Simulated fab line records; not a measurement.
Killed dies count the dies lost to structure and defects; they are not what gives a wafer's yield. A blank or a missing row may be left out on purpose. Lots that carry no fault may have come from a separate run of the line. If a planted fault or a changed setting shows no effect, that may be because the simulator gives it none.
fab line records | flow n5Finfet
[record] lots = 4 wafers = 12 lastDay = 17
route steps=1938 shown WELL_APT@46 PMOS_HMC_CHANNEL_EPI@57 BEOL_M4@1111 PASSIVATION@1936
lots that met no fault: taken from a fault-free run of the same line
startH: the number of hours between the record's first day and the start of the first shown wafer of the lot | waitH: hours since the lot's step before | " identical to the entry in the row above | L1.1+2: several wafers, shown together as one row | - no value, or no start was given | * or withheld: withheld | < > ~ a bound
route shown NAME@n: NAME is a module with steps in the file, n the number in the route of the first one | usual: mean/standard deviation taken from wafers without a fault | same: alike in all rows | chamber/n: place in a boat | sites: each site's reading | _std_site: standard deviation of those values | _edge_site: outer sites' mean less inner sites' | radiusMm: how far each site lies from the wafer's centre | mask NAME#n: copy n | behind: the tool/chamber that last shaped the wafer | hold: why the lot went on hold/how many hours it stayed there/how the hold came to an end | device: whichever transistor did not switch (one of n, p or np) | end of line: the same wafers' tests at the end of the route | for a step that has no rows: nothing shown but its recipe | killed: not the wafer's yield, but the dies lost to structure and defects at the first sort | map: the dies of a wafer, with x for killed, . for not killed, _ for no die there
set.NAME: the setting as run; set.NAME@STEP: as run at that earlier step | model.NAME: the simulator's own value behind a step, which no gauge read
certain route steps with their lots: each step a table, each wafer a row
services: the hour from which a tool's chamber was out of use, counted from the record's first day as startH (under 0 if before that day), plus the number of hours and why
[[steps]]
[step N5_WELL_APT_DESCUM_30]
[recipe] chemistry = O2 timeS = 7.9 sourcePowerW = 50 biasPowerW = 20 pressureMtorr = 20 rfFrequencyHz = 2.712e+07 tempC = 40 o2FlowSccm = 225
[step N5_WELL_APT_IMPLANT_31]
[recipe] species = B energyKev = 60 doseCm2 = 1.5e+13 tiltDeg = 0 rotationDeg = 0
[step N5_WELL_APT_IMPLANT_32]
[recipe] species = BF2 energyKev = 50 doseCm2 = 2e+13 tiltDeg = 0 rotationDeg = 0
[step N5_WELL_APT_STRIP_33]
[recipe] chemistry = SPM timeS = 900 tempC = 130 h2so4H2o2VolRatio = 4 dry = ipaMarangoni
[step N5_WELL_APT_RTA_34]
[recipe] tempC = 1000 timeS = 10 ambient = N2 idleTempC = 600 rampUpCPerS = 150 rampDownCPerS = 60 coolToC = 600
[step N5_WELL_APT_OXIDE_STRIP_42]
[recipe] chemistry = dHF dilution = 25:1 timeS = 45 tempC = 25 target = SiO2 targetDepthA = 120
[step N5_WELL_APT_PRECLEAN_36]
[recipe] chemistry = O3/DIW timeS = 45 tempC = 22 o3Ppm = 10
[step N5_WELL_APT_PRECLEAN_39]
[recipe] chemistry = dHF timeS = 60 dilution = 150:1 tempC = 25
[step N5_WELL_APT_SRD_37]
[recipe] dry = ipaMarangoni doPpb = 5 timeS = 30 tempC = 23 rinseLiquid = diw
[step N5_WELL_APT_EPI_41]
[recipe] material = Si targetThkA = 500 tempC = 650 precursor = SiH4/H2 pressureTorr = 20 timeS = 297.7
[step N5_PMOS_HMC_CHANNEL_EPI_HM_DEP_34]
[recipe] material = SiO2 targetThkA = 360 tempC = 400 precursor = TEOS/O2 pressureTorr = 6.5 rfW = 900 teosFlowSccm = 161.4 gas = O2 flowSccm = 2650 timeS = 6.9
[usual] heaterPowerW = 484/96 showerheadPlenumPTorr = 8.33/0.031 throttleValvePct = 18.7/0.93
// columns lot.wafer tool chamber startH waitH heaterPowerW showerheadPlenumPTorr throttleValvePct model.SiO2_of_PMOS_HMC_CHANNEL_EPI_HM_DEP_34.thkNm
L893.1 pecvd-01 1 17.23 0.0 455 8.35 19.2 36.61
L893.5 " 0 " " 459 8.31 17.1 36.95
L893.6 " 2 " " 372 8.38 19.4 36.43
L897.2 pecvd-01 1 41.44 0.0 499 8.34 19.3 35.5
L897.5 " 1 " " 509 8.32 18.9 36.13
L897.6 " 0 " " 547 8.30 17.3 28.37
L898.1 pecvd-01 1 47.55 0.0 489 8.36 19.4 28.26
L898.3 " 1 " " 490 8.36 18.9 36.67
L898.4 " 0 " " 491 8.31 17.7 36.08
L913.4 pecvd-03 2 136.85 0.0 806 8.32 17.9 36.63
L913.5 " 0 " " 469 8.34 20.5 36.99
L913.6 " 1 " " 558 8.35 19.4 36.17
[step N5_PMOS_HMC_CHANNEL_EPI_COAT_31]
[recipe] resist = BARC tempC = 205 timeS = 60 spinRpm = 1500 resistThkNm = 66
[step N5_PMOS_HMC_CHANNEL_EPI_COAT_03]
[recipe] resist = CAR-ArF-block spinRpm = 1500 resistThkNm = 205
[step N5_PMOS_HMC_CHANNEL_EPI_EBR_05]
[recipe] solvent = PGMEA ebrWidthMm = 1.5
[step N5_PMOS_HMC_CHANNEL_EPI_SOFTBAKE_04]
[recipe] tempC = 110 timeS = 60 resist = CAR-ArF-block
[step N5_PMOS_HMC_CHANNEL_EPI_EXPOSE_06]
[recipe] maskId = PMOS_HMC_BLK na = 1.35 sourceShape = conventional sigmaOuter = 0.8 polarization = unpolarized targetCdNm = 240 doseMj = 41
[step N5_PMOS_HMC_CHANNEL_EPI_PEB_07]
[recipe] pebTempC = 110 pebTimeS = 60 resist = CAR-ArF-block
[step N5_PMOS_HMC_CHANNEL_EPI_DEVELOP_08]
[recipe] developTimeS = 30 developer = TMAH resist = CAR-ArF-block devTempC = 23 rinseLiquid = diw dry = airSpin
[step N5_PMOS_HMC_CHANNEL_EPI_DESCUM_14]
[recipe] chemistry = O2 timeS = 7.9 sourcePowerW = 50 biasPowerW = 20 pressureMtorr = 20 rfFrequencyHz = 2.712e+07 tempC = 40 resist = CAR-ArF-block o2FlowSccm = 225
[step N5_PMOS_HMC_CHANNEL_EPI_ETCH_32]
[recipe] chemistry = N2/H2 target = BARC stopOn = SiO2 targetDepthA = 858 overEtchFrac = 0.3 timeS = 50.3 ionEnergyEv = 200 maskMaterial = CAR-ArF-block pressureMtorr = 30 sourceW = 840 biasW = 150 n2FlowSccm = 200 h2FlowSccm = 200
[step N5_PMOS_HMC_CHANNEL_EPI_HM_OPEN_15]
[recipe] chemistry = CHF3/O2 target = SiO2 maskMaterial = CAR-ArF-block targetDepthA = 406 CHF3_flow_sccm = 50 O2_flow_sccm = 5 Ar_flow_sccm = 200 timeS = 20.3 pressureMtorr = 30 sourceW = 650 biasW = 170 ionEnergyEv = 200
[step N5_PMOS_HMC_CHANNEL_EPI_STRIP_33]
[recipe] chemistry = N2/H2 powerW = 500 tempC = 40 pressureMtorr = 50 rfFrequencyHz = 6e+07 overashFraction = 0.3 biasPowerW = 8 h2Frac = 0.5 n2FlowSccm = 300 h2FlowSccm = 300
[step N5_PMOS_HMC_CHANNEL_EPI_STRIP_17]
[recipe] chemistry = SPM timeS = 750 tempC = 130 h2so4H2o2VolRatio = 4 dry = ipaMarangoni
[step N5_PMOS_HMC_CHANNEL_EPI_ETCH_38]
[recipe] chemistry = CF4 target = SiO2 targetDepthA = 15 ionEnergyEv = 350 pressureMtorr = 10 icpW = 800 biasW = 400 cf4FlowSccm = 80
[step N5_PMOS_HMC_CHANNEL_EPI_FIN_RECESS_16]
[recipe] chemistry = HBr/Cl2 target = Si maskMaterial = SiO2 targetDepthA = 540 timeS = 18 pressureMtorr = 10 icpW = 800 biasW = 75 HBr_flow_sccm = 150 Cl2_flow_sccm = 80
[step N5_PMOS_HMC_CHANNEL_EPI_PRECLEAN_36]
[recipe] chemistry = O3/DIW timeS = 45 tempC = 22 o3Ppm = 10
[step N5_PMOS_HMC_CHANNEL_EPI_PRECLEAN_18]
[recipe] chemistry = DHF timeS = 30 tempC = 25 dilution = withheld
// columns lot.wafer tool chamber startH waitH model.SiO2_of_PMOS_HMC_CHANNEL_EPI_HM_DEP_34.thkNm
L893.1 wetBench-04 3 18.17 0.0 25.36
L893.5 " 1 " " 25.66
L893.6 " 7 " " 25.21
L897.2 wetBench-01 7 42.52 0.0 24.26
L897.5 " 3 " " 24.84
L897.6 " 1 " " 17.13
L898.1 wetBench-04 1 48.50 0.0 16.98
L898.3 " 6 " " 25.42
L898.4 " 0 " " 24.8
L913.4 wetBench-02 2 137.90 0.0 25.27
L913.5 " 0 " " 25.64
L913.6 " 5 " " 25.02
[step N5_PMOS_HMC_CHANNEL_EPI_SRD_19]
[recipe] dry = ipaMarangoni doPpb = 5 timeS = 30 tempC = 23 rinseLiquid = diw
[step N5_BEOL_M4_RC_MEAS_101]
[usual] DIBL_N = 36.2/1.2 DIBL_P = 36.3/1.3 IOFF_N = 0.155/0.019 IOFF_P = 0.210/0.029 ION_N = 677/8.6 ION_P = 465/6.8 SS_N = 71.4/0.48 SS_P = 73.2/0.53 VT_N = 249.9/2.4 VT_P = -250/3.2
// columns lot.wafer tool chamber startH waitH DIBL_N[mV/V] DIBL_P[mV/V] IOFF_N[nA/um] IOFF_P[nA/um] ION_N[uA/um] ION_P[uA/um] SS_N[mV/dec] SS_P[mV/dec] VT_N[mV] VT_P[mV]
L893.1 prober-02 0 158.27 0.0 36.7 37.5 0.172 0.218 680 469 71.5 73.3 249.2 -250
L893.5 " 0 " " 37.2 37.8 0.173 0.225 686 469 71.9 72.9 251.2 -250
L893.6 " 0 " " 37.2 37.5 0.171 0.211 678 466 71.6 72.8 249.5 -249
L897.2 prober-02 0 200.03 0.2 38.0 38.4 0.185 0.254 685 472 71.4 72.6 246.1 -247
L897.5 " 0 " " 37.1 38.0 0.169 0.241 667 463 72.7 73.4 250.9 -249
L897.6 " 0 " " 37.2 37.1 0.164 0.226 669 467 71.2 73.3 249.6 -247
L898.1 prober-02 0 206.20 0.0 36.9 36.5 0.152 0.180 675 457 71.5 73.3 248.5 -254
L898.3 " 0 " " 37.6 36.8 0.162 0.193 691 466 71.5 73.7 252.0 -254
L898.4 " 0 " " 38.6 39.0 0.188 0.228 676 464 72.0 73.7 248.4 -252
L913.4 prober-02 0 304.20 0.5 34.2 34.3 0.115 0.157 675 459 70.7 72.1 252.4 -255
L913.5 " 0 " " 34.5 34.9 0.122 0.162 659 449 71.0 72.6 253.1 -254
L913.6 " 0 " " 35.7 36.6 0.144 0.180 679 456 72.0 72.5 248.1 -252
[step N5_PASSIVATION_PROBE_49]
[usual] defectLimitedYield = 91.2/1.4 killed_at_M0_to_M3 = 34/10 killed_at_M4_up = 13/5.1 killedAtContacts = 12/6.5 killedAtFrontEnd = 41/11 killedAtOther = 4/3.3 killedDies = 104/16 killedOpen = 69/13 killedShort = 33/7 sort_bin_5_function = 5.1/0.91 sort_bin_6_memory = 3.3/0.69 sortNPass = 1076/16 sortYieldPct = 91.2/1.4
[same] grossDies = 1180 killedAtBackSide = 0 sort_bin_4_leakage[%] = 0 sort_bin_8_speed[%] = 0
// columns lot.wafer tool chamber startH waitH defectLimitedYield[%] killed_at_M0_to_M3 killed_at_M4_up killedAtContacts killedAtFrontEnd killedAtOther killedDies killedOpen killedShort sort_bin_5_function[%] sort_bin_6_memory[%] sortNPass sortYieldPct[%]
L897.2 prober-01 - 312.29 0.1 92.9 35 12 6 29 2 84 61 23 4.2 2.6 1096 92.9
L897.5 prober-01 - 312.44 0.2 90.8 46 14 4 42 2 108 74 34 5.3 3.7 1072 90.8
L897.6 prober-01 - 312.49 0.3 89.2 39 23 20 43 2 127 76 49 6.1 4.2 1053 89.2
L898.1 prober-01 - 315.70 0.0 91.2 44 11 17 32 0 104 67 30 4.4 3.8 1076 91.2
L898.3 prober-01 - 315.80 0.1 92.9 27 10 14 33 0 84 62 21 3.7 3.2 1096 92.9
L898.4 prober-01 - 315.85 0.2 90.5 37 9 7 58 1 112 71 40 4.7 4.5 1068 90.5
L913.4 prober-02 - 410.73 0.2 90.3 36 11 10 54 3 114 82 32 5.8 3.4 1066 90.3
L913.5 prober-02 - 410.78 0.2 91.3 34 9 5 52 3 103 73 29 5.4 3.1 1077 91.3
L913.6 prober-02 - 410.83 0.3 91.0 39 14 8 44 1 106 69 35 5.3 3.1 1074 91.0
// killed by level:class
L897.2 BEOL_M2:geometricParticle:open=8 FIN_SAQP:geometricParticle:open=7 BEOL_M0_SAQP:geometricParticle:open=7 BEOL_M1:geometricParticle:open=7 MOL_CONTACT_COAG:geometricParticle:open=6 BEOL_M0_SAQP:geometricParticle:short=6 GATE_CUT:geometricParticle:short=5 STI_FIN_REVEAL:geometricParticle:open=4
L897.5 FIN_SAQP:geometricParticle:short=11 BEOL_M2:geometricParticle:open=10 BEOL_M3:geometricParticle:open=9 BEOL_M1:geometricParticle:open=8 BEOL_M0_SAQP:geometricParticle:open=7 FIN_SAQP:geometricParticle:open=6 DUMMY_GATE:geometricParticle:open=6 STI_FIN_REVEAL:geometricParticle:open=5
L897.6 MOL_CONTACT_COAG:geometricParticle:open=17 FIN_SAQP:geometricParticle:short=16 BEOL_M1:geometricParticle:open=13 FIN_SAQP:geometricParticle:open=10 BEOL_M0_SAQP:geometricParticle:short=9 BEOL_M4:geometricParticle:open=5 STARTING-WAFER:geometricParticle:open=5 GATE_CUT:geometricParticle:short=4
L898.1 MOL_CONTACT_COAG:geometricParticle:open=15 BEOL_M0_SAQP:geometricParticle:open=10 BEOL_M3:geometricParticle:open=9 BEOL_M0_SAQP:geometricParticle:short=8 STI_FIN_REVEAL:geometricParticle:open=7 BEOL_M2:geometricParticle:open=6 STI_FIN_REVEAL:geometricParticle:short=4 BEOL_M2:geometricParticle:short=4
L898.3 MOL_CONTACT_COAG:geometricParticle:open=14 STI_FIN_REVEAL:geometricParticle:open=10 BEOL_M3:geometricParticle:open=9 DUMMY_GATE:geometricParticle:open=6 BEOL_M0_SAQP:geometricParticle:short=6 BEOL_M2:geometricParticle:open=5 BEOL_M4:geometricParticle:open=4 DUMMY_GATE:geometricParticle:short=3
L898.4 STI_FIN_REVEAL:geometricParticle:open=24 BEOL_M0_SAQP:geometricParticle:open=14 STI_FIN_REVEAL:geometricParticle:short=10 BEOL_M0_SAQP:geometricParticle:short=9 GATE_CUT:geometricParticle:open=6 MOL_CONTACT_COAG:geometricParticle:open=5 BEOL_M2:geometricParticle:short=5 DUMMY_GATE:geometricParticle:open=4
L913.4 STI_FIN_REVEAL:geometricParticle:open=23 STI_FIN_REVEAL:geometricParticle:short=9 DUMMY_GATE:geometricParticle:open=8 MOL_CONTACT_COAG:geometricParticle:open=8 BEOL_M1:geometricParticle:open=7 BEOL_M4:geometricParticle:open=7 BEOL_M0_SAQP:geometricParticle:open=6 BEOL_M0_SAQP:geometricParticle:short=6
L913.5 STI_FIN_REVEAL:geometricParticle:open=25 FIN_SAQP:geometricParticle:short=9 BEOL_M0_SAQP:geometricParticle:open=9 BEOL_M2:geometricParticle:open=8 BEOL_M0_SAQP:geometricParticle:short=6 FIN_SAQP:geometricParticle:open=5 BEOL_M1:geometricParticle:open=5 MOL_CONTACT_COAG:geometricParticle:open=4
L913.6 STI_FIN_REVEAL:geometricParticle:open=10 BEOL_M0_SAQP:geometricParticle:open=8 STI_FIN_REVEAL:geometricParticle:short=7 MOL_CONTACT_COAG:geometricParticle:open=7 BEOL_M0:geometricParticle:short=7 FIN_SAQP:geometricParticle:short=5 FIN_SAQP:geometricParticle:open=5 BEOL_M0_SAQP:geometricParticle:short=5
[[services]]
// columns tool chamber startH hours kind
pecvd-03 - 6.66 1.3 repair
pecvd-01 2 21.12 - clean
pecvd-01 2 21.12 - consumableReplace:showerhead
pecvd-01 2 21.12 29.0 scheduledDown
pecvd-01 2 21.12 29.0 ventCycle
pecvd-01 - 21.21 1.0 repair
pecvd-01 0 100.30 2.1 scheduledDown
pecvd-03 2 103.70 5.5 scheduledDown
pecvd-01 1 108.38 5.5 scheduledDown
pecvd-01 0 130.82 18.9 repair
[[key]]
firstSign none at tools or gauges
[modelEffect] step = N5_PMOS_HMC_CHANNEL_EPI_HM_DEP_34 value = SiO2_of_PMOS_HMC_CHANNEL_EPI_HM_DEP_34.thkNm without = 36.09 struck = 28.31
[modelEffect] step = N5_PMOS_HMC_CHANNEL_EPI_PRECLEAN_18 value = SiO2_of_PMOS_HMC_CHANNEL_EPI_HM_DEP_34.thkNm without = 24.83 struck = 17.05
metAt N5_PMOS_HMC_CHANNEL_EPI_HM_DEP_34
struckWafers L897.6,L898.1
onsetBetween 17.23 41.44
[fault] kind = processParameterDrift tool = pecvd-01 chamber = - onsetH = 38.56 steps = N5_PMOS_HMC_CHANNEL_EPI_HM_DEP_34 channel = timeS offset = * shape = step endH = 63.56 scope = struckWafersOnly actsIn = * stated = *
